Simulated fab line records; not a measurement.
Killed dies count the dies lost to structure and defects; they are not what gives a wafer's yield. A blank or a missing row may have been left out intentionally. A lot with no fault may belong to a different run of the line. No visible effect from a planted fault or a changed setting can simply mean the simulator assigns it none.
What tool caused it? | flow n5Finfet | 30 wafers from 10 lots sampled at 4 of the route's 1938 steps

WHAT THE GAUGES SHOWED, per wafer
The record lacks any reading of a measuring or inspecting step that a usual standard deviation could be used to judge.

EACH LOT AND THE TOOL THAT RAN IT (in order: tool; ch and the chambers of the sampled wafers; start)
lot  | N5_BEOL_M8_ETCH_41                           | N5_BEOL_M8_CURE_75           | N5_BEOL_M8_ANNEAL_51            | N5_BEOL_M9_EXPOSE_08
L444 | rieDiel-05 ch 0,1,3, day 9 01:23 or earlier  | uvCure-02 ch 0, day 9 01:23  | rtpAnneal-02 ch 0, day 9 03:19  | arfiScanner-03 ch 0, day 9 06:29
L445 | rieDiel-05 ch 1,2,3, day 9 08:01 or earlier  | uvCure-02 ch 0, day 9 08:01  | rtpAnneal-02 ch 0, day 9 10:01  | arfiScanner-01 ch 0, day 9 13:16
L447 | rieDiel-05 ch 0,1,2, day 9 15:45 or earlier  | uvCure-01 ch 1, day 9 15:45  | rtpAnneal-02 ch 0, day 9 17:36  | arfiScanner-02 ch 0, day 9 19:47
L448 | rieDiel-04 ch 0,1,3, day 9 19:11 or earlier  | uvCure-03 ch 1, day 9 19:11  | rtpAnneal-01 ch 0, day 9 21:46  | arfiScanner-01 ch 0, day 10 01:11
L446 | rieDiel-04 ch 0,1,2, day 9 21:56 or earlier  | uvCure-03 ch 1, day 9 21:56  | rtpAnneal-01 ch 0, day 10 00:35 | arfiScanner-03 ch 0, day 10 04:08
L456 | rieDiel-05 ch 0,2,3, day 12 02:40 or earlier | uvCure-02 ch 2, day 12 02:40 | rtpAnneal-01 ch 0, day 12 05:58 | arfiScanner-01 ch 0, day 12 08:53
L457 | rieDiel-04 ch 1,2, day 12 15:03 or earlier   | uvCure-03 ch 0, day 12 15:03 | rtpAnneal-02 ch 0, day 12 16:56 | arfiScanner-01 ch 0, day 12 18:40
L460 | rieDiel-05 ch 1,2,3, day 13 09:04 or earlier | uvCure-02 ch 2, day 13 09:04 | rtpAnneal-01 ch 0, day 13 11:21 | arfiScanner-03 ch 0, day 13 14:31
L462 | rieDiel-01 ch 0,1,2, day 14 02:42 or earlier | uvCure-02 ch 2, day 14 02:42 | rtpAnneal-02 ch 0, day 14 04:53 | arfiScanner-02 ch 0, day 14 09:43
L466 | rieDiel-04 ch 0,1,3, day 15 01:52 or earlier | uvCure-02 ch 2, day 15 01:52 | rtpAnneal-01 ch 0, day 15 03:36 | arfiScanner-02 ch 0, day 15 08:16
- N5_BEOL_M8_ETCH_41: etches SiCN in CH3F/O2, target depth 31.9 nm, time 57.8 s.
- N5_BEOL_M8_CURE_75: cures SiCOH lowk, time 120 s.
- N5_BEOL_M8_ANNEAL_51: time 90 s.
- N5_BEOL_M9_EXPOSE_08: exposes mask M9.

WHAT THE TOOLS THEMSELVES READ (means of the sampled wafers that have a number; where no wafer has one, the mark that the record gives instead)
N5_BEOL_M8_ETCH_41. Usual: drypumpMotorCurrentA 5.3 A, standard deviation 0.56; oesProductAu 0.82 a.u., standard deviation 0.097; rfVppV 296.9 V, standard deviation 1.6; showerheadPlenumPTorr 1.97 Torr, standard deviation 0.064; throttleValvePct 16.18 %, standard deviation 0.27.
lot  | tool       | drypumpMotorCurrentA (A) | oesProductAu (a.u.) | rfVppV (V) | showerheadPlenumPTorr (Torr) | throttleValvePct (%) | flag
L444 | rieDiel-05 | 5.7                      | 0.79                | 295.3      | 1.93                         | 16.24                | 
L445 | rieDiel-05 | 5.5                      | 0.76                | 297.1      | 1.95                         | 16.28                | 
L447 | rieDiel-05 | 5.9                      | 0.81                | 296.5      | 1.97                         | 16.08                | 
L448 | rieDiel-04 | 5.2                      | 0.87                | 297.0      | 2.05                         | 16.31                | 
L446 | rieDiel-04 | 5.4                      | 0.86                | 297.5      | 1.99                         | 16.10                | 
L456 | rieDiel-05 | 5.3                      | 0.79                | 296.9      | 1.95                         | 16.13                | 
L457 | rieDiel-04 | 5.3                      | 0.81                | 298.4      | 2.03                         | 16.02                | 
L460 | rieDiel-05 | 5.5                      | 0.73                | 295.1      | 1.94                         | 16.34                | 
L462 | rieDiel-01 | 5.3                      | 0.80                | 296.8      | 1.98                         | 16.30                | 
L466 | rieDiel-04 | 5.2                      | 0.88                | 298.3      | 2.03                         | 16.23                | 

N5_BEOL_M8_CURE_75. Usual: lampPowerPct 52.31 %, standard deviation 0.051; wafer_temp_C_max 371.6, standard deviation 0.59.
lot  | tool      | lampPowerPct (%) | wafer_temp_C_max | flag
L444 | uvCure-02 | 52.33            | 371.3            | 
L445 | uvCure-02 | 52.27            | 371.4            | 
L447 | uvCure-01 | 52.33            | 372.7            | 
L448 | uvCure-03 | 52.36            | 371.5            | 
L446 | uvCure-03 | 52.35            | 371.2            | 
L456 | uvCure-02 | 52.34            | 371.1            | 
L457 | uvCure-03 | 52.31            | 371.5            | 
L460 | uvCure-02 | 52.33            | 371.5            | 
L462 | uvCure-02 | 52.30            | 371.7            | 
L466 | uvCure-02 | 52.39            | 371.8            | 

N5_BEOL_M8_ANNEAL_51. Usual: wafer_temp_C_max at 225.9, with a standard deviation of 0.36.
lot  | tool         | wafer_temp_C_max | flag
L444 | rtpAnneal-02 | 226.1            | 
L445 | rtpAnneal-02 | 226.5            | 
L447 | rtpAnneal-02 | 226.1            | 
L448 | rtpAnneal-01 | 225.9            | 
L446 | rtpAnneal-01 | 225.6            | 
L456 | rtpAnneal-01 | 225.5            | 
L457 | rtpAnneal-02 | 226.4            | 
L460 | rtpAnneal-01 | 225.8            | 
L462 | rtpAnneal-02 | 226.6            | 
L466 | rtpAnneal-01 | 226.0            | 

N5_BEOL_M9_EXPOSE_08. Usual: exposureDoseMJCm2 53.71, standard deviation 0.06; focusOffsetNm 0.1 nm, standard deviation 0.54.
lot  | tool           | exposureDoseMJCm2 | focusOffsetNm (nm) | flag
L444 | arfiScanner-03 | 53.64             | 0.2                | 
L445 | arfiScanner-01 | 53.74             | -0.1               | 
L447 | arfiScanner-02 | 53.66             | 0.4                | 
L448 | arfiScanner-01 | 53.71             | 0.0                | 
L446 | arfiScanner-03 | 53.62             | 0.4                | 
L456 | arfiScanner-01 | 55.07             | -0.5               | OFF
L457 | arfiScanner-01 | 54.73             | 0.8                | OFF
L460 | arfiScanner-03 | 53.82             | 0.4                | 
L462 | arfiScanner-02 | 53.70             | -0.1               | 
L466 | arfiScanner-02 | 53.74             | 0.2                | 

THE ANSWER, worked out from the rows above alone
Rule: lot off if the mean of its wafers having a number is beyond 3 standard deviations from the usual mean. A lot without any number at a reading at which 4 lots or more have one is off too. Any other lot the step has rows for is counted as sound. After the gauges, taken in route order, come the tools' own readings; for these a lot's mean is taken, as printed above. At the first step where some lot is off, the reading lying furthest off is the one used; lots without a number count as furthest.
Off at N5_BEOL_M9_EXPOSE_08 (exposureDoseMJCm2): L456, L457.
If a tool, at that step or one of the process steps before it, ran each lot that is off and ran no sound lot following the first of them, it fits. With no start given for some of its lots, N5_BEOL_M8_ETCH_41 uses the hours and lot order of N5_BEOL_M8_CURE_75. One fits: arfiScanner-01 at N5_BEOL_M9_EXPOSE_08. Its last sound lot is L448 (day 10 01:11), its first lot that is off L456 (day 12 08:53): a fault that began between those two fits.
On the lots that are off, the tool's own readings at N5_BEOL_M9_EXPOSE_08 differ by more than 5 times the standard deviation of the sound lots' means, which bears it out; exposureDoseMJCm2 reads 54.90 there versus 53.70 on the sound lots.

WHAT THE SIMULATOR PUT IN
Drift in process parameters on arfiScanner-01 at N5_BEOL_M9_EXPOSE_08, starting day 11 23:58. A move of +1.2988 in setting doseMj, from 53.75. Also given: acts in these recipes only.
Shown lots that were struck: L456, L457. Same finding as the rule above.
